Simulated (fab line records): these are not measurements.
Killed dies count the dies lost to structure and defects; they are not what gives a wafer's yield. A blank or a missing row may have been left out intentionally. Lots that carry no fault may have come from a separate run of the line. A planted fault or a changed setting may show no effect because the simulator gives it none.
Chamber matching ; flow n5Finfet ; N5_BEOL_M13_ETCH_59 on rieDiel-04: 3 sister chambers
The step etches BARC in N2/H2, target depth 89 nm, overetch 26.7 nm, time 67.9 s. 3 wafers are shown with their chamber, then 8 later ones without.

## WAFERS, EACH WITH ITS CHAMBER
wafer;chamber;throttleValvePct (%)
L085.4;1;18.19
L085.6;2;18.00
L089.5;3;17.94

## WAFERS WHOSE CHAMBER IS MISSING
wafer;throttleValvePct (%)
L091.2;17.95
L091.4;18.20
L095.1;18.20
L095.2;17.98
L095.5;17.96
L097.2;17.99
L097.5;18.22
L097.6;17.57

## THE CHAMBER EACH PASSED THROUGH
wafer;from the rows above;in truth
L091.2;can't be placed: 3 or 2 or 1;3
L091.4;can't be placed: 1 or 2 or 3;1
L095.1;can't be placed: 1 or 2 or 3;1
L095.2;can't be placed: 2 or 3 or 1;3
L095.5;can't be placed: 3 or 2 or 1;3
L097.2;can't be placed: 2 or 3 or 1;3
L097.5;can't be placed: 1 or 2 or 3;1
L097.6;can't be placed: 3 or 2 or 1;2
0 of 8 placed correctly. From these rows, 8 cannot be placed; in 8 the true chamber is one of the candidates. Placed wrongly: 0.
How it was worked out, from the rows above alone: a wafer's distance from a chamber is the root of the sum, over the readings, of the square of ((its reading less the chamber's mean) divided by the reading's scatter). The wafer belongs to the nearest chamber; if the next one is less than 2 further off, it can't be placed. For every chamber, the mean is computed from those of its wafers that are shown. The scatter (one wafer shown for each chamber): square how far every hidden wafer sits from the nearest shown wafer, average those squares and take the square root.
